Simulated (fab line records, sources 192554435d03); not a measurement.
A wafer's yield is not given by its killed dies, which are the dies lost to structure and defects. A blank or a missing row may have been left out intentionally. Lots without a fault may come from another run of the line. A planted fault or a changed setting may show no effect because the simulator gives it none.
fab line records -- flow n5-finfet
record: lots: 9, wafers: 27, last-day: 18
route steps=1938 shown BEOL_M4@1111 BEOL_M9@1446 BEOL_M10@1470 PASSIVATION@1936
lots that met no fault: from a run of the same line without faults
start-h: hours from the record's first day to the start of the lot's first wafer shown -- wait-h: hours since the lot's step before -- " the same as in the row above -- L1.1+2: several wafers, shown together as one row -- - no value, or no start was given -- * or withheld: withheld -- < > ~ a bound
route shown NAME@n: names a module that has steps shown in the file, with the first one's number in the route -- usual: the fault-free wafers' mean and standard deviation -- same: alike in all rows -- chamber/n: place in a boat -- sites: per-site readings -- _std_site: the standard deviation of these -- _edge_site: mean of outer sites minus mean of inner sites -- radius-mm: for every site, how far away it sits from the centre of the wafer -- mask NAME#n: copy n -- behind: tool/chamber where the wafer was last shaped -- hold: what put the lot on hold/how long, in hours/how the hold closed -- device: whichever transistor did not switch (one of n, p or np) -- end of line: at the end of the route, the tests of the same wafers -- step lacking rows: just its recipe -- killed: not the wafer's yield, but the dies lost to structure and defects at the first sort -- map: per-die view of a wafer (x killed, . not killed, _ where there is no die)
set.NAME: the setting as run; set.NAME@STEP: as run at that earlier step -- model.NAME: the simulator's own value behind a step, which no gauge read
one table for each step of the route and one row for each wafer, over a sample of lots
services: the hour from which a tool's chamber was out of use, counted from the record's first day as start-h (under 0 if before that day), plus the number of hours and why
== steps ==
step: N5_BEOL_M4_RC_MEAS_101
usual: DIBL_N: 35.9/1.4, DIBL_P: 35.9/1.7, IOFF_N: 0.160/0.026, IOFF_P: 0.21/0.036, ION_N: 672/11, ION_P: 461/8.1, SS_N: 71.4/0.54, SS_P: 73.2/0.67, VT_N: 249.3/2.7, VT_P: -250/3.9
lot.wafer,tool,chamber,start-h,wait-h,DIBL_N[mV/V],DIBL_P[mV/V],IOFF_N[nA/um],IOFF_P[nA/um],ION_N[uA/um],ION_P[uA/um],SS_N[mV/dec],SS_P[mV/dec],VT_N[mV],VT_P[mV]
L687.1,prober-02,0,196.80,0.0,36.3,36.2,0.161,0.22,674,462,71.1,74.1,249.6,-247
L687.2,prober-02,0,196.80,0.0,38.0,39.1,0.208,0.28,682,465,72.0,73.7,246.3,-248
L687.4,prober-02,0,196.80,0.0,36.7,35.7,0.169,0.21,674,454,71.8,73.2,250.4,-247
L689.1,prober-01,0,206.52,0.0,37.4,35.6,0.178,0.20,674,456,71.8,73.3,247.8,-255
L689.3,prober-01,0,206.52,0.0,37.1,36.0,0.178,0.21,686,458,71.6,73.6,249.2,-253
L689.5,prober-01,0,206.52,0.0,35.0,33.4,0.136,0.16,664,448,71.7,72.4,253.0,-255
L695.2,prober-01,0,232.21,0.2,35.7,36.3,0.153,0.19,676,455,70.7,74.0,248.6,-255
L695.5,prober-01,0,232.21,0.2,32.5,31.9,0.104,0.14,658,448,70.6,72.7,258.3,-257
L695.6,prober-01,0,232.21,0.2,36.7,37.0,0.161,0.20,663,452,71.4,74.8,250.6,-255
L696.1,prober-02,0,250.04,0.0,38.3,39.4,0.204,0.25,676,464,72.0,73.9,243.8,-250
L696.2,prober-02,0,250.04,0.0,35.8,36.3,0.158,0.20,686,466,71.6,72.9,248.7,-250
L696.5,prober-02,0,250.04,0.0,36.1,36.8,0.169,0.21,687,463,71.7,72.5,245.5,-251
L698.1,prober-01,0,254.42,0.0,35.7,36.0,0.171,0.24,692,476,71.6,72.6,245.1,-247
L698.5,prober-01,0,254.42,0.0,35.4,35.7,0.163,0.23,673,466,71.1,72.9,247.9,-244
L698.6,prober-01,0,254.42,0.0,36.0,36.0,0.169,0.24,684,470,72.0,72.7,247.9,-246
L700.1,prober-01,0,265.84,0.0,36.9,35.9,0.178,0.21,678,461,72.2,73.9,247.4,-249
L700.2,prober-01,0,265.84,0.0,35.4,34.5,0.158,0.20,664,453,72.0,72.6,249.4,-252
L700.6,prober-01,0,265.84,0.0,35.4,34.0,0.147,0.18,662,445,71.9,73.1,252.3,-254
L702.1,prober-01,0,276.40,0.0,37.8,38.4,0.207,0.23,679,458,72.8,73.4,246.9,-248
L702.2,prober-01,0,276.40,0.0,34.7,34.8,0.137,0.18,658,456,71.4,72.3,250.4,-252
L702.4,prober-01,0,276.40,0.0,37.3,38.4,0.178,0.23,672,459,72.2,74.3,245.6,-248
L704.1,prober-02,0,309.35,0.0,36.1,34.4,0.142,0.15,664,450,70.9,72.8,249.5,-258
L704.3,prober-02,0,309.35,0.0,37.1,36.0,0.142,0.17,643,441,71.9,73.1,253.3,-254
L704.6,prober-02,0,309.35,0.0,37.0,36.6,0.158,0.18,674,450,71.8,73.2,248.2,-255
L706.1,prober-01,0,309.69,0.0,36.2,37.0,0.186,0.23,670,458,72.1,73.9,245.1,-248
L706.4,prober-01,0,309.69,0.0,35.4,37.1,0.171,0.22,690,465,71.6,74.4,248.0,-250
L706.5,prober-01,0,309.69,0.0,34.2,34.5,0.136,0.18,660,451,71.1,72.8,251.7,-253
step: N5_BEOL_M9_TRENCH_ETCH_37
recipe: chemistry: C4F6/O2, target-depth-a: 1514.3, target: SiCOH_lowk, time-s: 49, ion-energy-ev: 250, pressure-mtorr: 30, source-w: 345, bias-w: 185, Ar_flow_sccm: 300, C4F6_flow_sccm: 10, O2_flow_sccm: 10
usual: drypump-motor-current-A: 5.8/0.52, oes-product-au: 0.78/0.082, rf-vpp-V: 666/13, showerhead-plenum-p-Torr: 2.89/0.08, throttle-valve-pct: 20.9/0.37
lot.wafer,tool,chamber,start-h,wait-h,drypump-motor-current-A,oes-product-au,rf-hours-counter-h,rf-vpp-V,showerhead-plenum-p-Torr,throttle-valve-pct
L687.1,rie-diel-04,3,-,-,5.8,0.98,12,660,2.88,20.2
L687.2,rie-diel-04,1,-,-,6.3,0.72,208,681,2.93,20.6
L687.4,rie-diel-04,2,-,-,5.7,0.72,171,683,2.96,21.3
L689.1,rie-diel-02,2,-,-,6.6,0.87,43,681,2.89,20.4
L689.3,rie-diel-02,0,-,-,5.1,0.68,221,671,2.82,21.4
L689.5,rie-diel-02,3,-,-,6.5,0.89,-,673,3.01,20.9
L695.2,rie-diel-04,2,-,-,5.7,0.71,182,682,2.95,21.3
L695.5,rie-diel-04,3,-,-,5.7,0.96,-,661,2.88,20.2
L695.6,rie-diel-04,2,-,-,5.8,0.72,-,684,2.95,21.4
L696.1,rie-diel-04,0,-,-,5.6,0.69,217,670,2.83,21.4
L696.2,rie-diel-04,2,-,-,5.7,0.70,188,683,2.95,21.4
L696.5,rie-diel-04,3,-,-,5.7,0.93,-,660,2.88,20.2
L698.1,rie-diel-02,1,-,-,5.4,0.81,101,659,2.86,20.6
L698.5,rie-diel-02,0,-,-,5.1,0.67,-,671,2.81,21.4
L698.6,rie-diel-02,1,-,-,5.4,0.81,-,660,2.86,20.6
L700.1,rie-diel-02,2,-,-,6.6,0.83,64,678,2.88,20.4
L700.2,rie-diel-02,3,-,-,6.6,0.86,69,673,3.00,20.9
L700.6,rie-diel-02,3,-,-,6.5,0.86,-,673,3.00,20.9
L702.1,rie-diel-02,0,-,-,5.1,0.67,244,670,2.81,21.4
L702.2,rie-diel-02,2,-,-,6.6,0.83,69,680,2.88,20.5
L702.4,rie-diel-02,1,-,-,5.4,0.79,109,659,2.85,20.6
L706.1,rie-diel-04,1,-,-,6.3,0.70,232,681,2.92,20.7
L706.4,rie-diel-04,3,-,-,5.7,0.92,39,660,2.87,20.3
L706.5,rie-diel-04,2,-,-,5.7,0.70,-,682,2.94,21.4
L704.1,rie-diel-03,1,-,-,6.0,0.69,225,636,2.70,21.1
L704.3,rie-diel-03,2,-,-,5.0,0.74,157,655,2.84,21.1
L704.6,rie-diel-03,3,-,-,5.6,0.81,-,644,3.00,20.8
step: N5_BEOL_M9_ECD_50
recipe: material: Cu, target-thk-a: 3180
lot.wafer,tool,chamber,start-h,wait-h
L687.1+2+4,ecd-cu-02,"0,1,1",241.85,0.1
L689.1+3+5,ecd-cu-01,"0,1,0",250.34,0.1
L695.2+5+6,ecd-cu-01,"1,1,0",276.47,0.1
L696.1+2+5,ecd-cu-02,"0,1,1",292.46,0.1
L698.1+5+6,ecd-cu-02,"1,0,1",301.92,0.1
L700.1+2+6,ecd-cu-01,"0,1,0",310.29,0.1
L702.1+2+4,ecd-cu-02,"1,0,0",321.27,0.1
L706.1+4+5,ecd-cu-02,0,361.08,0.1
L704.1+3+6,ecd-cu-02,"0,1,0",361.24,0.1
step: N5_BEOL_M9_CMP_52
recipe: stop-on: SiCOH_lowk, t-overpolish-s: 7, down-force-psi: 1, platen-rpm: 50, clearing-platen-down-force-psi: 1.5, clearing-platen-rpm: 50, post-cmp-clean: cu-alkaline, target-thk-nm: 140, clearing-platen-pad-velocity-m-s: 0.99484, pad-velocity-m-s: 0.99484
usual: motor-current-A: 6.1/0.77, time-to-endpoint-s: 68/3.3
lot.wafer,tool,chamber,start-h,wait-h,motor-current-A,time-to-endpoint-s
L687.2,cmp-02,1,242.26,0.2,6.1,73
L687.4,cmp-02,2,242.26,0.2,7.0,70
L687.1,cmp-02,3,242.26,0.2,6.0,71
L689.1,cmp-02,0,250.88,0.3,6.9,69
L689.3,cmp-02,2,250.88,0.3,7.2,72
L689.5,cmp-02,1,250.88,0.3,6.2,71
L695.2,cmp-04,1,277.26,0.2,6.5,3
L695.6,cmp-04,0,277.26,0.2,4.8,6
L695.5,cmp-04,1,277.26,0.2,6.6,2
L696.2,cmp-02,3,293.05,0.2,5.8,2
L696.1,cmp-02,1,293.05,0.2,5.8,4
L696.5,cmp-02,3,293.05,0.2,5.8,3
L698.1,cmp-02,2,302.40,0.3,7.4,69
L698.6,cmp-02,0,302.40,0.3,7.1,65
L698.5,cmp-02,1,302.40,0.3,5.7,70
L700.1,cmp-02,0,310.87,0.3,7.2,62
L700.2,cmp-02,1,310.87,0.3,6.0,65
L700.6,cmp-02,1,310.87,0.3,6.1,68
L702.4,cmp-02,3,321.84,0.2,6.0,66
L702.2,cmp-02,0,321.84,0.2,7.0,63
L702.1,cmp-02,1,321.84,0.2,5.9,66
L706.1,cmp-04,0,361.52,0.3,4.8,68
L706.4,cmp-04,2,361.52,0.3,6.5,66
L706.5,cmp-04,3,361.52,0.3,4.9,69
L704.1,cmp-04,3,361.75,0.3,5.0,73
L704.3,cmp-04,2,361.75,0.3,6.5,68
L704.6,cmp-04,3,361.75,0.3,5.1,73
step: N5_BEOL_M10_ILD_DEP_00
recipe: material: SiCOH_lowk, target-thk-a: 3085.1, temp-c: 300, precursor: DEMS/porogen, pressure-torr: 5, rf-w: 500, time-s: 58
usual: heater-power-w: 316/62, showerhead-plenum-p-Torr: 5.738/0.016, susceptor-temp-C: 299.99/0.21, throttle-valve-pct: 13.9/0.63
lot.wafer,tool,chamber,start-h,wait-h,heater-power-w,showerhead-plenum-p-Torr,susceptor-temp-C,throttle-valve-pct
L687.1,pecvd-04,0,242.75,0.0,378,5.746,299.95,14.1
L687.2,pecvd-04,1,242.75,0.0,320,5.724,300.02,13.5
L687.4,pecvd-04,0,242.75,0.0,398,5.748,299.76,14.3
L689.1,pecvd-03,0,251.37,0.0,184,5.726,299.79,14.8
L689.3,pecvd-03,2,251.37,0.0,353,5.749,300.11,13.0
L689.5,pecvd-03,2,251.37,0.0,357,5.757,300.09,12.9
L698.1,pecvd-01,2,302.82,0.0,355,5.744,300.06,13.5
L698.5,pecvd-01,1,302.82,0.0,276,5.724,300.06,13.8
L698.6,pecvd-01,0,302.82,0.0,257,5.727,300.42,14.3
L700.1,pecvd-03,2,311.36,0.0,408,5.769,299.80,13.2
L700.2,pecvd-03,1,311.36,0.0,316,5.750,299.73,13.7
L700.6,pecvd-03,2,311.36,0.0,329,5.748,299.68,12.9
L702.1,pecvd-03,1,322.29,0.0,327,5.718,299.29,13.9
L702.2,pecvd-03,0,322.29,0.0,234,5.749,299.71,14.6
L702.4,pecvd-03,1,322.29,0.0,326,5.746,299.73,13.8
L706.1,pecvd-03,1,361.99,0.0,313,5.743,300.15,13.7
L706.4,pecvd-03,0,361.99,0.0,182,5.730,300.01,14.6
L706.5,pecvd-03,2,361.99,0.0,381,5.746,299.96,13.2
L704.1,pecvd-03,2,362.25,0.0,360,5.762,300.00,12.8
L704.3,pecvd-03,0,362.25,0.0,230,5.739,300.27,14.5
L704.6,pecvd-03,2,362.25,0.0,366,5.758,300.14,12.5
step: N5_BEOL_M10_CURE_71
recipe: temp-c: 385, time-s: 240, ambient: He/Ar, material: SiCOH_lowk
usual: lamp-power-pct: 52.31/0.051, wafer_temp_C_max: 387.0/0.87
lot.wafer,tool,chamber,start-h,wait-h,lamp-power-pct,wafer_temp_C_max
L687.1,uv-cure-03,1,242.83,0.0,52.22,388.9
L687.2,uv-cure-03,1,242.83,0.0,52.41,388.4
L687.4,uv-cure-03,1,242.83,0.0,52.42,387.8
L689.1,uv-cure-02,0,252.02,0.6,52.37,387.0
L689.3,uv-cure-02,0,252.02,0.6,52.21,386.6
L689.5,uv-cure-02,0,252.02,0.6,52.32,387.4
L698.1,uv-cure-02,2,302.90,0.0,52.22,386.6
L698.5,uv-cure-02,2,302.90,0.0,52.27,386.3
L698.6,uv-cure-02,2,302.90,0.0,52.40,387.1
L700.1,uv-cure-01,0,311.44,0.0,52.28,386.4
L700.2,uv-cure-01,0,311.44,0.0,52.30,386.2
L700.6,uv-cure-01,0,311.44,0.0,52.39,387.0
L702.1,uv-cure-02,0,322.37,0.0,52.30,387.8
L702.2,uv-cure-02,0,322.37,0.0,52.31,386.5
L702.4,uv-cure-02,0,322.37,0.0,52.27,387.3
L706.1,uv-cure-01,1,362.07,0.0,52.27,386.2
L706.4,uv-cure-01,1,362.07,0.0,52.34,386.2
L706.5,uv-cure-01,1,362.07,0.0,52.20,386.3
L704.1,uv-cure-03,0,362.33,0.0,52.32,386.4
L704.3,uv-cure-03,0,362.33,0.0,52.28,386.1
L704.6,uv-cure-03,0,362.33,0.0,52.28,386.4
step: N5_PASSIVATION_PROBE_49
usual: defect-limited-yield: 90.9/1.5, killed_at_M0_to_M3: 35/10, killed_at_M4_up: 14/5.2, killed-at-contacts: 13/7.3, killed-at-front-end: 42/12, killed-at-other: 3.4/2.5, killed-dies: 108/18, killed-on-rim: 14/4.2, killed-open: 70/13, killed-short: 35/8, sort_bin_5_function: 5.4/1, sort_bin_6_memory: 3.4/0.71, sort-n-pass: 1072/18, sort-yield-pct: 90.9/1.5
same: gross-dies: 1180, killed-at-back-side: 0, sort_bin_4_leakage[%]: 0, sort_bin_8_speed[%]: 0
lot.wafer,tool,chamber,start-h,wait-h,defect-limited-yield[%],killed_at_M0_to_M3,killed_at_M4_up,killed-at-contacts,killed-at-front-end,killed-at-other,killed-dies,killed-on-rim,killed-open,killed-short,sort_bin_5_function[%],sort_bin_6_memory[%],sort-n-pass,sort-yield-pct[%]
L687.1,prober-02,-,294.98,0.0,91.2,61,15,7,21,0,104,14,62,40,5.2,3.3,1076,91.2
L687.2,prober-02,-,295.03,0.1,91.6,35,11,11,37,5,99,13,57,37,5.3,2.5,1081,91.6
L687.4,prober-02,-,295.13,0.2,93.2,23,18,3,36,0,80,14,61,15,4.1,2.6,1100,93.2
L689.1,prober-02,-,303.40,0.0,92.1,29,11,19,31,3,93,14,57,34,4.2,3.5,1087,92.1
L689.3,prober-02,-,303.50,0.1,92.0,22,22,9,37,4,94,13,54,36,5.4,2.2,1086,92.0
L689.5,prober-02,-,303.60,0.2,90.6,24,16,22,45,4,111,10,82,26,5.3,3.9,1069,90.6
L695.2,prober-02,-,341.37,0.1,0,38,1082,12,43,5,1180,152,80,37,95.6,4.0,0,0
L695.5,prober-02,-,341.52,0.2,0,24,1089,5,60,2,1180,152,74,27,95.8,3.7,0,0
L695.6,prober-02,-,341.57,0.3,0,29,1109,7,34,1,1180,152,63,26,97.3,2.5,0,0
L696.1,prober-01,-,346.29,0.0,0,33,1112,5,25,5,1180,152,73,22,96.3,3.5,0,0
L696.2,prober-01,-,346.34,0.1,0,48,1082,12,34,4,1180,152,67,52,95.5,4.0,0,0
L696.5,prober-01,-,346.49,0.2,0,36,1083,10,41,10,1180,152,85,46,96.4,3.1,0,0
L698.1,prober-02,-,372.56,0.0,89.8,41,9,22,47,1,120,14,75,42,5.5,4.2,1060,89.8
L700.1,prober-02,-,376.57,0.0,89.1,48,25,11,39,6,129,12,86,43,6.2,4.1,1051,89.1
L702.1,prober-02,-,381.99,0.0,91.2,33,11,10,44,6,104,20,81,22,5.3,3.1,1076,91.2
L702.2,prober-02,-,382.04,0.1,92.9,32,10,14,26,2,84,9,58,25,4.6,2.5,1096,92.9
L702.4,prober-02,-,382.14,0.2,91.4,30,20,10,40,2,102,11,62,38,5.3,3.2,1078,91.4
killed by level:class
L687.1 BEOL_M0_SAQP:geometric-particle:short=21 BEOL_M0_SAQP:geometric-particle:open=17 BEOL_M2:geometric-particle:open=11 MOL_CONTACT_COAG:geometric-particle:open=7 GATE_CUT:geometric-particle:open=5 BEOL_M4:geometric-particle:open=5 FIN_SAQP:geometric-particle:short=4 BEOL_M2:geometric-particle:short=4
L687.2 BEOL_M0_SAQP:geometric-particle:short=13 BEOL_M0_SAQP:geometric-particle:open=9 MOL_CONTACT_COAG:geometric-particle:open=8 FIN_SAQP:geometric-particle:open=7 FIN_SAQP:geometric-particle:short=6 GATE_CUT:geometric-particle:open=5 GATE_CUT:geometric-particle:short=5 STI_FIN_REVEAL:geometric-particle:open=4
L687.4 FIN_SAQP:geometric-particle:open=11 BEOL_M0_SAQP:geometric-particle:open=8 BEOL_M4:geometric-particle:open=8 STI_FIN_REVEAL:geometric-particle:open=5 BEOL_M2:geometric-particle:open=5 STARTING-WAFER:geometric-particle:open=5 FIN_SAQP:geometric-particle:short=4 DUMMY_GATE:geometric-particle:open=4
L689.1 MOL_CONTACT_COAG:geometric-particle:open=16 FIN_SAQP:geometric-particle:open=9 BEOL_M0_SAQP:geometric-particle:short=9 FIN_SAQP:geometric-particle:short=7 STI_FIN_REVEAL:geometric-particle:open=5 BEOL_M2:geometric-particle:open=5 GATE_CUT:geometric-particle:short=4 BEOL_M0_SAQP:geometric-particle:open=4
L689.3 STI_FIN_REVEAL:geometric-particle:open=12 BEOL_M0_SAQP:geometric-particle:short=8 BEOL_M4:geometric-particle:open=6 BEOL_M5:geometric-particle:short=6 MOL_CONTACT_COAG:geometric-particle:open=6 BEOL_M0_SAQP:geometric-particle:open=6 FIN_SAQP:geometric-particle:open=4 FIN_SAQP:geometric-particle:short=4
L689.5 MOL_CONTACT_COAG:geometric-particle:open=20 FIN_SAQP:geometric-particle:open=15 STI_FIN_REVEAL:geometric-particle:open=13 BEOL_M0_SAQP:geometric-particle:open=9 FIN_SAQP:geometric-particle:short=5 BEOL_M0_SAQP:geometric-particle:short=4 BEOL_M1:geometric-particle:short=4 BEOL_M5:geometric-particle:open=4
L695.2 BEOL_M9:area-ecd=1062 BEOL_M4:geometric-particle:open=13 STI_FIN_REVEAL:geometric-particle:open=12 BEOL_M2:geometric-particle:open=10 BEOL_M3:geometric-particle:open=10 FIN_SAQP:geometric-particle:open=9 MOL_CONTACT_COAG:geometric-particle:open=7 BEOL_M0_SAQP:geometric-particle:short=7
L695.5 BEOL_M9:area-ecd=1077 FIN_SAQP:geometric-particle:open=14 DUMMY_GATE:geometric-particle:open=10 STI_FIN_REVEAL:geometric-particle:open=7 BEOL_M3:geometric-particle:open=7 BEOL_M4:geometric-particle:open=5 FIN_SAQP:geometric-particle:short=4 ILD0:geometric-particle:open=4
L695.6 BEOL_M9:area-ecd=1087 BEOL_M1:geometric-particle:open=8 MOL_CONTACT_COAG:geometric-particle:open=7 BEOL_M4:geometric-particle:open=7 BEOL_M3:geometric-particle:open=6 FIN_SAQP:geometric-particle:open=4 GATE_CUT:geometric-particle:short=4 BEOL_M0:geometric-particle:open=4
L696.1 BEOL_M9:area-ecd=1084 BEOL_M4:geometric-particle:open=14 STI_FIN_REVEAL:geometric-particle:open=7 BEOL_M1:geometric-particle:open=6 BEOL_M3:geometric-particle:open=6 DUMMY_GATE:geometric-particle:open=5 MOL_CONTACT_COAG:geometric-particle:open=5 BEOL_M0_SAQP:geometric-particle:short=5
L696.2 BEOL_M9:area-ecd=1060 BEOL_M3:geometric-particle:open=13 BEOL_M4:geometric-particle:open=12 FIN_SAQP:geometric-particle:short=11 MOL_CONTACT_COAG:geometric-particle:open=8 BEOL_M0_SAQP:geometric-particle:short=7 BEOL_M4:geometric-particle:short=6 BEOL_M0:geometric-particle:short=6
L696.5 BEOL_M9:area-ecd=1049 BEOL_M4:geometric-particle:open=24 BEOL_M2:geometric-particle:open=10 PASS1_CAP:geometric-particle:short=8 FIN_SAQP:geometric-particle:short=7 MOL_CONTACT_COAG:geometric-particle:open=7 STI_FIN_REVEAL:geometric-particle:open=7 DUMMY_GATE:geometric-particle:open=7
L698.1 MOL_CONTACT_COAG:geometric-particle:open=16 BEOL_M0_SAQP:geometric-particle:short=12 FIN_SAQP:geometric-particle:open=9 STI_FIN_REVEAL:geometric-particle:open=9 BEOL_M0_SAQP:geometric-particle:open=8 FIN_SAQP:geometric-particle:short=6 DUMMY_GATE:geometric-particle:open=6 GATE_CUT:geometric-particle:short=5
L700.1 BEOL_M4:geometric-particle:open=22 BEOL_M0_SAQP:geometric-particle:short=12 BEOL_M1:geometric-particle:open=11 STI_FIN_REVEAL:geometric-particle:open=10 BEOL_M0_SAQP:geometric-particle:open=9 MOL_CONTACT_COAG:geometric-particle:open=7 DUMMY_GATE:geometric-particle:open=5 BEOL_M3:geometric-particle:open=5
L702.1 FIN_SAQP:geometric-particle:open=10 MOL_CONTACT_COAG:geometric-particle:open=10 BEOL_M1:geometric-particle:open=9 STI_FIN_REVEAL:geometric-particle:open=8 DUMMY_GATE:geometric-particle:open=6 GATE_CUT:geometric-particle:short=6 BEOL_M0_SAQP:geometric-particle:open=6 BEOL_M2:geometric-particle:open=5
L702.2 MOL_CONTACT_COAG:geometric-particle:open=11 BEOL_M2:geometric-particle:open=8 BEOL_M3:geometric-particle:open=7 FIN_SAQP:geometric-particle:short=5 GATE_CUT:geometric-particle:open=5 BEOL_M0:geometric-particle:open=5 BEOL_M4:geometric-particle:open=5 BEOL_M1:geometric-particle:open=4
L702.4 MOL_CONTACT_COAG:geometric-particle:open=8 GATE_CUT:geometric-particle:short=7 BEOL_M5:geometric-particle:open=6 FIN_SAQP:geometric-particle:short=5 STI_FIN_REVEAL:geometric-particle:open=5 DUMMY_GATE:geometric-particle:open=5 STARTING-WAFER:geometric-particle:short=5 BEOL_M1:geometric-particle:open=4
== services ==
tool,chamber,start-h,hours,kind
rie-diel-03,0,236.50,2.5,repair
cmp-02,-,251.11,4.0,pm
cmp-02,-,255.11,-,consumable-replace:conditioner
cmp-02,-,255.11,-,consumable-replace:pad
rie-diel-04,1,264.02,3.2,repair
cmp-04,-,265.44,5.6,pm
rie-diel-02,1,266.25,1.6,repair
pecvd-03,-,266.75,2.8,pm
uv-cure-03,-,278.67,7.5,pm
uv-cure-01,-,293.82,5.0,pm
pecvd-01,-,294.03,5.5,pm
pecvd-03,0,297.36,2.1,scheduled-down
rie-diel-04,-,301.12,28.1,pm
cmp-04,-,302.21,1.7,repair
cmp-02,-,303.99,1.4,repair
rie-diel-02,0,307.62,3.9,repair
ecd-cu-02,-,325.32,1.4,repair
rie-diel-02,0,333.52,-,clean
rie-diel-02,0,333.52,-,consumable-replace:focus-ring
rie-diel-02,0,333.52,15.5,scheduled-down
pecvd-03,-,338.04,0.8,repair
pecvd-01,-,343.79,2.8,pm
cmp-02,-,347.15,3.7,repair
rie-diel-03,3,356.86,1.3,repair
== key ==
first-sign: step: N5_BEOL_M9_CMP_52, reading: time-to-endpoint-s, direction: down, sigmas: 20, usual: *, struck: *
effect: step: N5_PASSIVATION_PROBE_49, reading: killed_at_M4_up, direction: up, sigmas: 99+, usual: 14, struck: 1093
more-kills-born-at: N5_BEOL_M9_ECD_50@ecd-cu-01: 3226, N5_BEOL_M9_ECD_50@ecd-cu-02: 3193
met-at N5_BEOL_M9_ECD_50
struck-lots L695,L696
later-rows-left-out L695.2,L695.5,L695.6,L696.1,L696.2,L696.5
not-acting-at N5_BEOL_M9_TRENCH_ETCH_37,N5_BEOL_M10_ILD_DEP_00,N5_BEOL_M10_CURE_71
onset-between 250.34 276.47
fault: kind: skipped-step-whole, tool: ecd-cu-01,ecd-cu-02, chamber: -, onset-h: 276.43, steps: N5_BEOL_M9_ECD_50, scope: struck-lots-only
later-rows-left-out: the simulator's readings of these wafers behind a module that went badly wrong aren't trusted and aren't shown, but for the sort
